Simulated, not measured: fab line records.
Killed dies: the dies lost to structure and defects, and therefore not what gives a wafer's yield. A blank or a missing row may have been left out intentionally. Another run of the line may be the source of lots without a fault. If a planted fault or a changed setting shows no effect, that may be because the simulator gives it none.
The same fault as seen by 2 desks | flow n5-finfet | numbers are kept per desk, each desk with only its own; the story behind them comes last

## FROM THE METROLOGY DESK
Means of the sampled wafers that have a number, per lot and without regard to the tool the lot ran on: this is what the gauges read. Any lot whose mean is over 4 standard deviations away from the usual mean is out of limits and marked OUT; that distance is given in the brackets. 7 of its 10 readings are shown, namely those furthest out on some lot.
Columns: A = IOFF_N at N5_BEOL_M4_RC_MEAS_101, usual 0.152 nA/um; B = IOFF_P at N5_BEOL_M4_RC_MEAS_101, usual 0.21 nA/um; C = ION_N at N5_BEOL_M4_RC_MEAS_101, usual 672 uA/um; D = ION_P at N5_BEOL_M4_RC_MEAS_101, usual 462 uA/um; E = SS_P at N5_BEOL_M4_RC_MEAS_101, usual 73.2 mV/dec; F = VT_N at N5_BEOL_M4_RC_MEAS_101, usual 250 mV; G = VT_P at N5_BEOL_M4_RC_MEAS_101, usual -250 mV
lot  | first seen here | A     | B    | C   | D   | E    | F   | G
L486 | day 8 10:56     | 0.162 | 0.23 | 677 | 469 | 73.5 | 248 | -247
L490 | day 10 03:01    | 0.163 | 0.20 | 677 | 461 | 73.7 | 252 | -253
L496 | day 10 20:46    | 0.150 | 0.20 | 672 | 461 | 74.2 | 250 | -250
L499 | day 11 21:38    | 0.160 | 0.22 | 673 | 464 | 73.4 | 248 | -250
L500 | day 11 23:43    | 0.195 | 0.27 | 694 | 479 | 73.6 | 245 | -245
L502 | day 12 07:54    | 0.170 | 0.23 | 684 | 464 | 72.8 | 247 | -248
L501 | day 12 20:54    | 0.173 | 0.22 | 688 | 466 | 73.5 | 246 | -250
L503 | day 12 21:50    | 0.172 | 0.24 | 683 | 467 | 73.6 | 249 | -249
L504 | day 13 01:29    | 0.142 | 0.22 | 667 | 464 | 73.0 | 251 | -247
Result from this desk: across the 9 lots, nothing is out of limits.

## TOOL OWNER'S DESK, litho-track-01
The tool's own readings at N5_SDB_COAT_03 (time 60 s, resist thk 100 nm): means of the sampled wafers that have a number, for each lot that ran on this tool. Any lot whose mean is over 4 standard deviations away from the usual mean is out of limits and marked OUT; that distance is given in the brackets.
Columns: A = exhaust-pa at N5_SDB_COAT_03, usual 45.0 Pa; B = plate-temp-C at N5_SDB_COAT_03, usual 250.01 C; C = spin-speed-rpm at N5_SDB_COAT_03, usual 1500.1 rpm
lot  | first seen here | A    | B      | C
L490 | day 5 09:38     | 46.7 | 249.93 | 1500.3
L496 | day 6 18:50     | 44.5 | 250.08 | 1500.4
L499 | day 7 12:32     | 44.3 | 249.96 | 1377.9 (-99 or more) OUT
L500 | day 7 15:38     | 45.1 | 250.12 | 1377.3 (-99 or more) OUT
This desk's verdict: out of limits on L499, L500, starting with L499 at day 7 12:32 (spin-speed-rpm at N5_SDB_COAT_03). Within limits: L490, L496.

## PUT TOGETHER
The tool owner's desk could have raised an alarm at day 7 12:32, on L499, L500.
Metrology desk: nothing out of limits seen.
The metrology desk holds a record of L499, L500, inside its limits.
All the named lots went through N5_SDB_COAT_03 on litho-track-01.

## WHAT WAS PUT IN BY THE SIMULATOR
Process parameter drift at N5_SDB_COAT_03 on litho-track-01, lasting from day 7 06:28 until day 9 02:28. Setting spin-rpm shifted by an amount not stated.
Lots struck among those shown: L499, L500.
Delay in hours, fault start to first out-of-limits reading, by desk: the tool owner's desk at 6.
